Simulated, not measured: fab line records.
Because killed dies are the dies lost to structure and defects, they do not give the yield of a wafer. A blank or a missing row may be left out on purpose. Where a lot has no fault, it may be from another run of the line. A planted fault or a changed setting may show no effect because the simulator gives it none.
Matching of chambers | flow n5 finfet | 4 sister chambers for N5_BEOL_M0_SAQP_ETCH_88 on rie diel-05
The step etches underlayer in N2/H2, target depth 6.5 nm, time 5.2 s. 22 wafers are shown with their chamber, then 11 later ones without.

== WAFERS, EACH WITH ITS CHAMBER ==
wafer  | chamber | drypump motor current A (A) | showerhead plenum p Torr (Torr) | throttle valve pct (%)
L075.2 | 3       | 5.6                         | 2.67                            | 17.7
L075.4 | 2       | 5.0                         | 2.66                            | 18.5
L075.5 | 3       | 5.6                         | 2.67                            | 17.7
L076.1 | 2       | 5.0                         | 2.66                            | 18.5
L076.3 | 3       | 5.6                         | 2.67                            | 17.7
L076.4 | 0       | 6.2                         | 2.41                            | 18.1
L077.1 | 1       | 5.7                         | 2.59                            | 17.9
L077.4 | 3       | 5.6                         | 2.67                            | 17.7
L077.6 | 0       | 6.2                         | 2.41                            | 18.1
L080.1 | 2       | 5.0                         | 2.65                            | 18.5
L080.2 | 1       | 5.7                         | 2.59                            | 17.9
L080.4 | 3       | 5.6                         | 2.66                            | 17.8
L081.1 | 2       | 5.0                         | 2.65                            | 18.5
L081.2 | 3       | 5.6                         | 2.66                            | 17.8
L081.3 | 1       | 5.7                         | 2.58                            | 17.9
L082.1 | 1       | 5.7                         | 2.58                            | 17.9
L082.2 | 2       | 5.0                         | 2.65                            | 18.5
L082.6 | 1       | 5.7                         | 2.58                            | 17.9
L083.1 | 2       | 5.0                         | 2.65                            | 18.5
L083.2 | 1       | 5.6                         | 2.58                            | 17.9
L083.4 | 0       | 6.2                         | 2.41                            | 18.1
L087.2 | 1       | 5.7                         | 2.58                            | 17.9

SIGNATURES, as means of the wafers listed above
reading                  | chamber 0 | chamber 1 | chamber 2 | chamber 3 | scatter within a chamber
drypump motor current A  | 6.200     | 5.686     | 5.000     | 5.600     | 0.0218
showerhead plenum p Torr | 2.4100    | 2.5829    | 2.6533    | 2.6667    | 0.00477
throttle valve pct       | 18.100    | 17.900    | 18.500    | 17.733    | 0.0272
Rule: distance of a wafer from a chamber = root of the sum over the readings of ((wafer's reading minus chamber's mean) / reading's scatter) squared. The wafer belongs to the nearest chamber; if the next one is less than 2 further off, it can't be placed. The scatter is the square root of a quotient: the sum, over the shown wafers, of each reading's squared deviation from its chamber's mean, divided by wafers minus chambers.

== WAFERS WHOSE CHAMBER IS MISSING ==
wafer  | drypump motor current A (A) | showerhead plenum p Torr (Torr) | throttle valve pct (%)
L087.4 | 6.2                         | 2.41                            | 18.1
L087.6 | 5.6                         | 2.66                            | 17.8
L089.1 | 5.7                         | 2.58                            | 17.9
L089.5 | 5.7                         | 2.58                            | 17.9
L089.6 | 6.2                         | 2.40                            | 18.1
L090.1 | 5.7                         | 2.58                            | 17.9
L090.3 | 5.0                         | 2.65                            | 18.6
L090.5 | 5.7                         | 2.58                            | 17.9
L094.2 | 5.7                         | 2.57                            | 17.9
L094.5 | 5.7                         | 2.57                            | 17.9
L094.6 | 6.2                         | 2.40                            | 18.1

== WHICH CHAMBER EACH ONE RAN IN ==
wafer  | from the rows above | in truth
L087.4 | 0                   | 0
L087.6 | 3                   | 3
L089.1 | 1                   | 1
L089.5 | 1                   | 1
L089.6 | 0                   | 0
L090.1 | 1                   | 1
L090.3 | 2                   | 2
L090.5 | 1                   | 1
L094.2 | 1                   | 1
L094.5 | 1                   | 1
L094.6 | 0                   | 0
11 of 11 placed correctly. Left unplaced by these rows: 0. Wrongly placed: 0.
